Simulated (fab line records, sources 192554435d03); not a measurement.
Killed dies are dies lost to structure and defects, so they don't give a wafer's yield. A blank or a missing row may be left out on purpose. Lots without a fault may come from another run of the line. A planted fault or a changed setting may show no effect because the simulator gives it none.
Split-lot experiment | flow n5_finfet | 7 lots, 21 wafers read, on a route of 1938 steps

THE SPLIT
At N5_BEOL_M12_COAT_04 (resist thk 400 nm), the setting spin_rpm was moved away from the recipe's 1625 rpm on 7 of the 21 wafers read, by -8.9% to +6.9%. The other wafers ran this setting at the recipe's value.

FROM THE SPLIT TO THE READING: what the file shows between them, 5 steps
- N5_BEOL_M12_PEB_08: peb time 90 s (also split here: peb_time_s)
- N5_BEOL_M12_DEVELOP_09: develop time 45 s
- N5_BEOL_M12_HARDBAKE_14: time 120 s
- N5_BEOL_M12_DESCUM_15: chemistry O2, time 7.9 s
- N5_BEOL_M12_ETCH_59: etches BARC in N2/H2, target depth 89 nm, overetch 26.7 nm, time 67.9 s

THE READING
coat_of_BEOL_M12_COAT_04.thk_nm (the simulator's own value, which no gauge read), in nm, at N5_BEOL_M12_VIA_ETCH_16 (etches SiOC in C4F8/O2/Ar, target depth 724.8 nm). The file gives no usual value for it. The 14 wafers here that ran the recipe average 120.8 nm, standard deviation 3.2 nm.

wafer  | tool, chamber at the split | spin_rpm as run, rpm | against the recipe | coat_of_BEOL_M12_COAT_04.thk_nm, nm | against lot-mates on the recipe
L076.1 | litho_track-04, 0          | 1625                 | recipe             | 123.2                               | -
L076.4 | litho_track-04, 0          | 1737                 | +6.9%              | 111.8                               | -11.4
L076.5 | litho_track-04, 0          | 1737                 | +6.9%              | 107                                 | -16.2
L075.2 | litho_track-05, 0          | 1625                 | recipe             | 120.6                               | -
L075.4 | litho_track-05, 0          | 1625                 | recipe             | 120.6                               | -
L075.3 | litho_track-05, 0          | 1500                 | -7.7%              | 139.8                               | +19.2
L078.1 | litho_track-05, 0          | 1625                 | recipe             | 125                                 | -
L078.4 | litho_track-05, 0          | 1625                 | recipe             | 116.8                               | -
L078.6 | litho_track-05, 0          | 1625                 | recipe             | 117                                 | -
L084.1 | litho_track-03, 0          | 1625                 | recipe             | 118                                 | -
L084.2 | litho_track-03, 0          | 1625                 | recipe             | 118.6                               | -
L084.5 | litho_track-03, 0          | 1625                 | recipe             | 116.4                               | -
L090.1 | litho_track-04, 0          | 1625                 | recipe             | 125                                 | -
L090.2 | litho_track-04, 0          | 1481                 | -8.9%              | 135.6                               | +12.2
L090.4 | litho_track-04, 0          | 1625                 | recipe             | 121.8                               | -
L094.1 | litho_track-05, 0          | 1625                 | recipe             | 123.8                               | -
L094.3 | litho_track-05, 0          | 1625                 | recipe             | 119.2                               | -
L094.5 | litho_track-05, 0          | 1730                 | +6.5%              | 104.4                               | -17.1
L095.1 | litho_track-03, 0          | 1625                 | recipe             | 125.6                               | -
L095.2 | litho_track-03, 0          | 1574                 | -3.1%              | 129                                 | +3.4
L095.6 | litho_track-03, 0          | 1574                 | -3.1%              | 126.4                               | +0.8

THE FIT
A straight line over all 21 wafers: coat_of_BEOL_M12_COAT_04.thk_nm changes by -1.98 nm for each +1% of spin_rpm; r = -0.92; the points scatter about the line by 3.2 nm.
The same after taking each lot's own level away (the mean of its wafers on the recipe; 21 wafers): -1.94 nm for each +1%; r = -0.93; scatter 2.9 nm.
On that fit, the largest move of spin_rpm shifts the reading by 17 nm.
The lots' own levels span 117.67 to 125.60 nm, that is 2.5 times the standard deviation above.
So the lot-to-lot level changes the slope little: the two slopes agree.
Check: with one of the wafers moved furthest among these (-8.9%) left out of the fit, the line predicts +18.5 nm for it against its lot-mates. It came out at +12.2 nm against them.

OTHER SPLITS ON THESE WAFERS
These wafers also went through other splits before the reading. Each is held against what the fit with the lots' levels taken away leaves over:
other split on the same wafers | wafers away from the commonest value | r with coat_of_BEOL_M12_COAT_04.thk_nm (lot level and that fit taken away)
N5_BEOL_M11_EXPOSE_08 dose_mj  | 6                                    | +0.22
N5_BEOL_M12_PEB_08 peb_time_s  | 4                                    | +0.07

THE WHOLE CHAIN: every reading that the file lists as answering this split, in the file's order
step                    | what it does                                                            | reading                                                                          | change (the file's fit)              | r (the file's)
N5_BEOL_M12_COAT_04     | resist thk 400 nm                                                       | coat_of_BEOL_M12_COAT_04.thk_nm (the simulator's own value, which no gauge read) | -1.94 nm for each +1% of the setting | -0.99
N5_BEOL_M12_ETCH_59     | etches BARC in N2/H2, target depth 89 nm, overetch 26.7 nm, time 67.9 s | coat_of_BEOL_M12_COAT_04.thk_nm (the simulator's own value, which no gauge read) | -1.8 nm for each +1% of the setting  | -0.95
N5_BEOL_M12_VIA_ETCH_16 | etches SiOC in C4F8/O2/Ar, target depth 724.8 nm                        | coat_of_BEOL_M12_COAT_04.thk_nm (the simulator's own value, which no gauge read) | -1.98 nm for each +1% of the setting | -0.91
N5_BEOL_M12_STRIP_63    | strips in N2/H2                                                         | strip_time_to_endpoint_s                                                         | withheld for each +1% of the setting | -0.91

THE FILE'S OWN FIT
coat_of_BEOL_M12_COAT_04.thk_nm changes by -1.98 nm for each +1% of spin_rpm, r = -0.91.
